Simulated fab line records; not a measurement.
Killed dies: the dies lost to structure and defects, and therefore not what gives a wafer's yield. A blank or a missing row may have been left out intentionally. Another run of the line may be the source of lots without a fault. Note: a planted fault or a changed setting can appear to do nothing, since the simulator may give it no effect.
Chamber matching | flow nand-harc | 4 sister chambers for NHARC_A_STAIRCASE_TRIM_12 on rie-diel-04
The step chemistry O2, time 211.2 s. 8 wafers are shown with their chamber, then 7 later ones without.

EACH WAFER AND ITS CHAMBER
wafer  | chamber | showerhead-plenum-p-Torr (Torr) | drypump-motor-current-A (A)
L148.6 | 0       | 3.63                            | 5.73
L154.2 | 2       | 3.77                            | 5.65
L154.6 | 1       | 3.48                            | 5.51
L159.2 | 1       | 3.48                            | 5.50
L159.4 | 0       | 3.62                            | 5.74
L159.5 | 3       | 3.64                            | 5.99
L164.3 | 3       | 3.63                            | 5.98
L164.5 | 2       | 3.76                            | 5.63

WAFERS WHOSE CHAMBER IS MISSING
wafer  | showerhead-plenum-p-Torr (Torr) | drypump-motor-current-A (A)
L164.6 | 3.47                            | 5.52
L166.1 | 3.76                            | 5.66
L166.3 | 3.61                            | 5.67
L166.6 | 3.47                            | 5.50
L168.2 | 3.76                            | 5.62
L168.4 | 3.47                            | 5.47
L168.5 | 3.76                            | 5.64

THE CHAMBER EACH PASSED THROUGH
wafer  | from the rows above | in truth
L164.6 | 1                   | 1
L166.1 | 2                   | 2
L166.3 | 0                   | 0
L166.6 | 1                   | 1
L168.2 | 2                   | 2
L168.4 | 1                   | 1
L168.5 | 2                   | 2
Placed correctly: 7 of 7. From these rows, 0 cannot be placed. 0 placed wrongly.
How it was worked out, from the rows above alone: a wafer's distance from a chamber is the root of the sum, over the readings, of the square of ((its reading less the chamber's mean) divided by the reading's scatter). If the next closest chamber is less than 2 further off than the closest, the wafer can't be placed; otherwise it belongs to the closest. A chamber's mean is the mean of its shown wafers. The scatter: take each reading less its chamber's mean, square it, sum over the shown wafers, divide by the number of wafers less the number of chambers, and take the root.
